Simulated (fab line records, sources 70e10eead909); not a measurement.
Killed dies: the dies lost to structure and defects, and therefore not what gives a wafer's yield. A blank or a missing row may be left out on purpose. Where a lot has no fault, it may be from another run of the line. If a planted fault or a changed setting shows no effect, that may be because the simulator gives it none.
Which tool was responsible? | flow nandHarc | 42 wafers from 14 lots sampled at 5 of the route's 1159 steps

== WHAT THE GAUGES READ, wafer by wafer ==
NHARC_A_BLC_OVL_MEAS_11. Usual: overlayXNm -0.1 nm, standard deviation 0.78; overlayYNm 0.1 nm, standard deviation 0.78.
lot  | measured     | on         | overlayXNm (nm) | overlayYNm (nm) | flag
L435 | day 17 10:47 | overlay-02 | -0.3 -0.2 -0.2  | 0.0 0.0 0.0     | 
L436 | day 17 12:30 | overlay-01 | 1.1 0.8 1.0     | 0.5 0.5 0.5     | 
L437 | day 18 04:09 | overlay-02 | -0.2 -0.6 -0.2  | -0.6 -1.1 -0.6  | 
L439 | day 18 05:59 | overlay-02 | 0.8 0.8 0.7     | -1.2 -0.5 -0.6  | 
L438 | day 18 17:05 | overlay-02 | 0.7 1.0 0.9     | 0.9 1.3 1.5     | 
L441 | day 18 22:18 | overlay-02 | 0.1 0.1 -0.3    | -0.8 -0.4 -0.2  | 
L442 | day 18 23:40 | overlay-02 | 1.0 0.8 1.1     | 1.2 1.4 0.9     | 
L440 | day 19 02:56 | overlay-02 | 0.1 0.0 0.0     | 1.2 1.2 1.5     | 
L448 | day 20 13:41 | overlay-02 | 0.5 0.4 -0.1    | 1.1 0.4 0.2     | 
L449 | day 20 14:25 | overlay-02 | -1.0 -0.8 -1.5  | 0.4 0.1 -0.4    | 
L450 | day 20 20:27 | overlay-01 | -0.3 0.5 0.0    | -1.4 -1.3 -1.5  | 
L452 | day 21 23:40 | overlay-02 | 0.6 0.9 0.5     | -1.1 -1.4 -1.0  | 
L455 | day 22 07:42 | overlay-02 | -1.4 -1.7 -1.6  | -0.1 0.4 0.6    | 
L456 | day 22 17:25 | overlay-02 | -0.4 0.0 -0.4   | 0.1 0.7 -0.3    | 

NHARC_A_M0_CD_MEAS_09: the cd target is 80 nm. Usual: cdNm at 79.8 nm, with a standard deviation of 0.57.
lot  | measured     | on       | cdNm (nm)      | flag
L435 | day 18 00:18 | cdSem-02 | 80.5 80.5 79.4 | 
L436 | day 18 00:53 | cdSem-01 | 80.7 80.5 80.0 | 
L437 | day 18 12:24 | cdSem-02 | 79.5 79.1 79.3 | 
L439 | day 18 12:34 | cdSem-01 | 79.2 79.7 79.6 | 
L438 | day 18 21:50 | cdSem-02 | 80.1 79.9 79.4 | 
L441 | day 19 02:20 | cdSem-02 | 79.3 80.5 80.0 | 
L442 | day 19 03:41 | cdSem-03 | 80.4 80.0 80.4 | 
L440 | day 19 07:03 | cdSem-03 | 80.1 80.4 80.3 | 
L448 | day 20 19:14 | cdSem-01 | 79.8 79.7 79.2 | 
L449 | day 20 20:02 | cdSem-03 | 88.5 88.8 88.5 | OFF
L450 | day 21 13:46 | cdSem-03 | 89.5 89.3 89.0 | OFF
L452 | day 22 03:32 | cdSem-01 | 79.3 79.3 78.8 | 
L455 | day 22 17:05 | cdSem-03 | 80.1 79.4 79.8 | 
L456 | day 22 21:45 | cdSem-02 | 81.3 80.3 80.9 | 

== TOOL THAT RAN EACH LOT (tool first, then ch and the chambers of the sampled wafers, then the start) ==
lot  | NHARC_A_BLC_DESCUM_15             | NHARC_A_BLC_PVD_32                     | NHARC_A_M0_PEB_07
L435 | rieDiel-11 ch 0,1, day 17 10:53   | pvdSputter-03, day 18 00:13 or earlier | lithoTrack-04 ch 0, day 18 00:13
L436 | rieDiel-11 ch 0,1,3, day 17 12:36 | pvdSputter-03, day 18 00:48 or earlier | lithoTrack-01 ch 0, day 18 00:48
L437 | rieDiel-11 ch 0,2, day 18 04:14   | pvdSputter-01, day 18 12:19 or earlier | lithoTrack-06 ch 0, day 18 12:19
L439 | rieDiel-11 ch 0,2,3, day 18 06:05 | pvdSputter-03, day 18 12:29 or earlier | lithoTrack-01 ch 0, day 18 12:29
L438 | rieDiel-11 ch 0,1,2, day 18 17:11 | pvdSputter-01, day 18 21:46 or earlier | lithoTrack-01 ch 0, day 18 21:46
L441 | rieDiel-11 ch 0,1,3, day 18 22:25 | pvdSputter-02, day 19 02:14 or earlier | lithoTrack-06 ch 0, day 19 02:14
L442 | rieDiel-11 ch 0,1, day 18 23:46   | pvdSputter-01, day 19 03:37 or earlier | lithoTrack-04 ch 0, day 19 03:37
L440 | rieDiel-11 ch 0,2,3, day 19 03:03 | pvdSputter-02, day 19 06:58 or earlier | lithoTrack-06 ch 0, day 19 06:58
L448 | rieDiel-07 ch 0,1,2, day 20 13:48 | pvdSputter-03, day 20 19:09 or earlier | lithoTrack-04 ch 0, day 20 19:09
L449 | rieDiel-11 ch 1,2, day 20 14:31   | pvdSputter-02, day 20 19:58 or earlier | lithoTrack-01 ch 0, day 20 19:58
L450 | rieDiel-11 ch 0,2,3, day 20 20:32 | pvdSputter-03, day 21 13:41 or earlier | lithoTrack-01 ch 0, day 21 13:41
L452 | rieDiel-07 ch 0,2,3, day 21 23:47 | pvdSputter-03, day 22 03:28 or earlier | lithoTrack-06 ch 0, day 22 03:28
L455 | rieDiel-11 ch 0,1,2, day 22 07:49 | pvdSputter-02, day 22 17:01 or earlier | lithoTrack-04 ch 0, day 22 17:01
L456 | rieDiel-11 ch 0,2, day 22 17:32   | pvdSputter-02, day 22 21:40 or earlier | lithoTrack-06 ch 0, day 22 21:40
- NHARC_A_BLC_DESCUM_15: chemistry O2, time 3 s.
- NHARC_A_BLC_PVD_32: deposits Ti, target thk 5 nm, time 17.7 s.
- NHARC_A_M0_PEB_07: peb time 65 s.

== AS READ BY THE TOOLS THEMSELVES (means over the sampled wafers that have a number; for cases with no such wafer, the mark the record gives instead) ==
NHARC_A_BLC_DESCUM_15. Usual: chamberPressureMTorr 60.00 mTorr, standard deviation 0.054; drypumpMotorCurrentA 5.4 A, standard deviation 0.38; oesProductAu 1.000 a.u., standard deviation 0.0063; rfVppV 58.1 V, standard deviation 0.78; showerheadPlenumPTorr 1.99 Torr, standard deviation 0.081; throttleValvePct 11.311 %, standard deviation 0.0094.
lot  | tool       | chamberPressureMTorr (mTorr) | drypumpMotorCurrentA (A) | oesProductAu (a.u.) | rfVppV (V) | showerheadPlenumPTorr (Torr) | throttleValvePct (%) | flag
L435 | rieDiel-11 | 59.99                        | 5.6                      | 0.999               | 58.8       | 2.03                         | 11.309               | 
L436 | rieDiel-11 | 59.97                        | 5.6                      | 1.002               | 58.2       | 2.04                         | 11.313               | 
L437 | rieDiel-11 | 60.02                        | 4.9                      | 0.999               | 58.3       | 2.05                         | 11.312               | 
L439 | rieDiel-11 | 59.97                        | 5.3                      | 1.005               | 58.0       | 2.05                         | 11.316               | 
L438 | rieDiel-11 | 59.97                        | 5.3                      | 1.008               | 57.6       | 2.04                         | 11.308               | 
L441 | rieDiel-11 | 59.95                        | 5.6                      | 0.989               | 58.1       | 2.04                         | 11.308               | 
L442 | rieDiel-11 | 60.00                        | 5.5                      | 1.000               | 57.5       | 2.04                         | 11.300               | 
L440 | rieDiel-11 | 59.98                        | 5.3                      | 1.002               | 59.0       | 2.05                         | 11.311               | 
L448 | rieDiel-07 | 60.02                        | 5.6                      | 1.001               | 57.5       | 1.87                         | 11.321               | 
L449 | rieDiel-11 | 60.00                        | 5.3                      | 1.006               | 58.9       | 2.03                         | 11.307               | 
L450 | rieDiel-11 | 59.99                        | 5.3                      | 1.000               | 58.1       | 2.05                         | 11.306               | 
L452 | rieDiel-07 | 60.04                        | 5.6                      | 0.992               | 57.9       | 1.90                         | 11.321               | 
L455 | rieDiel-11 | 60.01                        | 5.3                      | 1.003               | 58.8       | 2.04                         | 11.318               | 
L456 | rieDiel-11 | 60.02                        | 5.0                      | 1.002               | 58.1       | 2.04                         | 11.314               | 

NHARC_A_BLC_PVD_32. Usual: throttleValvePct at 30.0 %, with a standard deviation of 0.79.
lot  | tool          | throttleValvePct (%) | flag
L435 | pvdSputter-03 | 30.5                 | 
L436 | pvdSputter-03 | 30.2                 | 
L437 | pvdSputter-01 | 29.5                 | 
L439 | pvdSputter-03 | 30.1                 | 
L438 | pvdSputter-01 | 29.7                 | 
L441 | pvdSputter-02 | 29.7                 | 
L442 | pvdSputter-01 | 29.9                 | 
L440 | pvdSputter-02 | 29.8                 | 
L448 | pvdSputter-03 | 30.7                 | 
L449 | pvdSputter-02 | 29.0                 | 
L450 | pvdSputter-03 | 30.7                 | 
L452 | pvdSputter-03 | 30.2                 | 
L455 | pvdSputter-02 | 29.8                 | 
L456 | pvdSputter-02 | 29.8                 | 

NHARC_A_M0_PEB_07. Usual: heaterPowerTotalW 156.6 W, standard deviation 0.39; plateTempC 100.02 C, standard deviation 0.12.
lot  | tool          | heaterPowerTotalW (W) | plateTempC (C) | flag
L435 | lithoTrack-04 | 156.8                 | 100.09         | 
L436 | lithoTrack-01 | 157.0                 | 100.11         | 
L437 | lithoTrack-06 | 156.4                 | 100.06         | 
L439 | lithoTrack-01 | 156.9                 | 100.06         | 
L438 | lithoTrack-01 | 156.2                 | 100.18         | 
L441 | lithoTrack-06 | 156.4                 | 100.17         | 
L442 | lithoTrack-04 | 156.6                 | 100.01         | 
L440 | lithoTrack-06 | 156.7                 | 99.97          | 
L448 | lithoTrack-04 | 156.7                 | 99.95          | 
L449 | lithoTrack-01 | 162.0                 | 102.47         | OFF
L450 | lithoTrack-01 | 162.0                 | 102.54         | OFF
L452 | lithoTrack-06 | 156.5                 | 100.00         | 
L455 | lithoTrack-04 | 156.6                 | 99.81          | 
L456 | lithoTrack-06 | 156.9                 | 100.00         | 

== THE ANSWER, worked out from the rows above alone ==
Rule: take the mean of a lot's wafers that have a number; if it is more than 3 standard deviations from the usual mean, the lot is off. A lot without any number at a reading at which 4 lots or more have one is off too. Any other lot the step has rows for is counted as sound. Order of review: gauges by route order, followed by the tools' own readings, for which a lot's mean as printed above is used. At the first step where some lot is off, the reading lying furthest off is the one used; lots without a number count as furthest.
Off, at NHARC_A_M0_CD_MEAS_09 on cdNm: L449, L450.
A tool fits if, at a process step before that reading, it ran every lot that is off, and no sound lot after the first of them. The gauges at NHARC_A_M0_CD_MEAS_09 aren't tried: what is off there is off at NHARC_A_M0_PEB_07 too, on other tools, and a gauge's error can't cause that. NHARC_A_BLC_PVD_32 gives no start for some lots, so the hours and the order of its lots are those of NHARC_A_M0_PEB_07. One fits: lithoTrack-01 at NHARC_A_M0_PEB_07. Its last sound lot is L438 (day 18 21:46), its first lot that is off L449 (day 20 19:58): a fault that began between those two fits.
The tool's own readings at NHARC_A_M0_PEB_07 bear it out: on the lots that are off they differ by more than 5 times the standard deviation of the sound lots' means. heaterPowerTotalW reads 162.0 W there against 156.6 W on the sound lots; plateTempC reads 102.50 C there against 100.03 C on the sound lots.

== WHAT WAS PUT IN BY THE SIMULATOR ==
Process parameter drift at NHARC_A_M0_PEB_07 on lithoTrack-01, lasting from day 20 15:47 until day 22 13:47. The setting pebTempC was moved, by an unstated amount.
Struck lots among those shown: L449, L450. The rule above found the same.
